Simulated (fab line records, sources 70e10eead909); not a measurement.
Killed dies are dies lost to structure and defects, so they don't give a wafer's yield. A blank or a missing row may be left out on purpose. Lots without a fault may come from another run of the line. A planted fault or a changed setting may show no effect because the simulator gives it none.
Which tool did it? | flow nand_harc | 24 lots, 72 wafers sampled, at 2 steps of a route of 1159

WHAT THE GAUGES READ, wafer by wafer
NHARC_P_BONDPAD_THK_MEAS_33: measures by ellipsometry. Usual: thk_nm 199.8 nm, standard deviation 1.4.
lot  | measured     | on            | thk_nm (nm)       | flag
L074 | day 6 11:32  | film_metro-02 | 202.0 200.7 198.9 |
L076 | day 6 23:51  | film_metro-02 | 198.6 200.1 200.3 |
L075 | day 7 00:17  | film_metro-02 | 200.4 201.7 199.4 |
L078 | day 7 08:15  | film_metro-01 | 199.1 199.0 198.1 |
L077 | day 7 12:37  | film_metro-01 | 200.2 198.9 199.5 |
L080 | day 7 13:37  | film_metro-02 | 199.4 197.8 197.5 |
L079 | day 7 14:19  | film_metro-02 | 199.9 199.8 199.3 |
L081 | day 8 01:06  | film_metro-02 | 199.3 201.3 201.2 |
L083 | day 8 10:53  | film_metro-01 | 197.2 199.0 200.6 |
L082 | day 8 16:09  | film_metro-02 | 201.8 200.8 200.1 |
L084 | day 9 01:11  | film_metro-02 | 198.4 200.3 201.1 |
L087 | day 9 14:38  | film_metro-02 | 200.2 201.6 202.6 |
L085 | day 9 15:02  | film_metro-01 | 198.9 200.5 200.1 |
L086 | day 9 15:55  | film_metro-02 | 202.5 200.4 199.3 |
L089 | day 10 06:33 | film_metro-02 | 198.9 198.1 200.7 |
L088 | day 10 06:55 | film_metro-01 | 199.9 200.0 202.0 |
L091 | day 10 12:21 | film_metro-01 | 201.0 201.0 198.4 |
L090 | day 10 13:13 | film_metro-02 | 198.4 199.8 201.1 |
L093 | day 10 19:46 | film_metro-02 | 199.5 199.8 200.9 |
L092 | day 10 19:55 | film_metro-02 | 200.6 202.0 201.4 |
L094 | day 11 07:51 | film_metro-02 | 200.9 199.1 200.0 |
L095 | day 11 13:07 | film_metro-01 | 199.4 198.8 199.4 |
L096 | day 11 13:59 | film_metro-01 | 199.6 201.8 200.0 |
L097 | day 12 06:28 | film_metro-01 | 196.8 199.4 198.4 |

WHICH TOOL RAN EACH LOT (tool, then ch and the chambers of the sampled wafers, then the start)
lot  | NHARC_P_M2_ANNEAL_31
L074 | rtp_anneal-01 ch 0, day 6 09:31
L076 | rtp_anneal-02 ch 0, day 6 21:42
L075 | rtp_anneal-02 ch 0, day 6 22:13
L078 | rtp_anneal-01 ch 0, day 7 06:19
L077 | rtp_anneal-01 ch 0, day 7 10:40
L080 | rtp_anneal-01 ch 0, day 7 11:32
L079 | rtp_anneal-02 ch 0, day 7 12:21
L081 | rtp_anneal-01 ch 0, day 7 23:02
L083 | rtp_anneal-01 ch 0, day 8 08:54
L082 | rtp_anneal-02 ch 0, day 8 14:08
L084 | rtp_anneal-01 ch 0, day 8 23:10
L087 | rtp_anneal-02 ch 0, day 9 12:31
L085 | rtp_anneal-01 ch 0, day 9 12:59
L086 | rtp_anneal-01 ch 0, day 9 13:36
L089 | rtp_anneal-01 ch 0, day 10 04:32
L088 | rtp_anneal-02 ch 0, day 10 04:57
L091 | rtp_anneal-01 ch 0, day 10 10:17
L090 | rtp_anneal-02 ch 0, day 10 11:05
L093 | rtp_anneal-02 ch 0, day 10 17:29
L092 | rtp_anneal-01 ch 0, day 10 17:53
L094 | rtp_anneal-02 ch 0, day 11 05:43
L095 | rtp_anneal-02 ch 0, day 11 11:05
L096 | rtp_anneal-02 ch 0, day 11 11:59
L097 | rtp_anneal-01 ch 0, day 12 04:29
- NHARC_P_M2_ANNEAL_31: time 90 s.

WHAT THE TOOLS THEMSELVES READ (means of the sampled wafers that have a number; where no wafer has one, the mark that the record gives instead)
NHARC_P_M2_ANNEAL_31. Usual: anneal_temp_c_max 226.2, standard deviation 0.34; wafer_temp_C_max 226.3, standard deviation 0.64.
lot  | tool          | anneal_temp_c_max | wafer_temp_C_max | flag
L074 | rtp_anneal-01 | 226.4             | 226.8            |
L076 | rtp_anneal-02 | 226.0             | 225.5            |
L075 | rtp_anneal-02 | 225.9             | 225.4            |
L078 | rtp_anneal-01 | 226.7             | 227.0            |
L077 | rtp_anneal-01 | 226.7             | 226.8            |
L080 | rtp_anneal-01 | 226.5             | 226.8            |
L079 | rtp_anneal-02 | 226.0             | 226.0            |
L081 | rtp_anneal-01 | 226.4             | 226.9            |
L083 | rtp_anneal-01 | 226.4             | 226.5            |
L082 | rtp_anneal-02 | 226.0             | 225.7            |
L084 | rtp_anneal-01 | 226.4             | 226.5            |
L087 | rtp_anneal-02 | 226.0             | 225.7            |
L085 | rtp_anneal-01 | 226.1             | 227.2            |
L086 | rtp_anneal-01 | 226.6             | 226.3            |
L089 | rtp_anneal-01 | 226.4             | 226.6            |
L088 | rtp_anneal-02 | 226.3             | 225.9            |
L091 | rtp_anneal-01 | 226.6             | 226.9            |
L090 | rtp_anneal-02 | 226.0             | 225.7            |
L093 | rtp_anneal-02 | 226.1             | 225.5            |
L092 | rtp_anneal-01 | 226.6             | 226.9            |
L094 | rtp_anneal-02 | 226.1             | 225.8            |
L095 | rtp_anneal-02 | 225.8             | 226.0            |
L096 | rtp_anneal-02 | 226.0             | 225.6            |
L097 | rtp_anneal-01 | 226.4             | 226.4            |

THE ANSWER, worked out from the rows above alone
Rule: a lot is off if the mean of its wafers that have a number lies more than 3 standard deviations from the usual mean. A lot without any number at a reading at which 4 lots or more have one is off too. The other lots that the step has rows for count as sound. The gauges are gone through in route order, then the tools' own readings, and for those a lot's mean is taken as printed above. The first step at which some lot is off is used, and at that step the reading that is off furthest; a lot without a number counts as furthest.
No lot is off at any reading shown: from this, nothing can be told.

WHAT THE SIMULATOR HAD PUT IN
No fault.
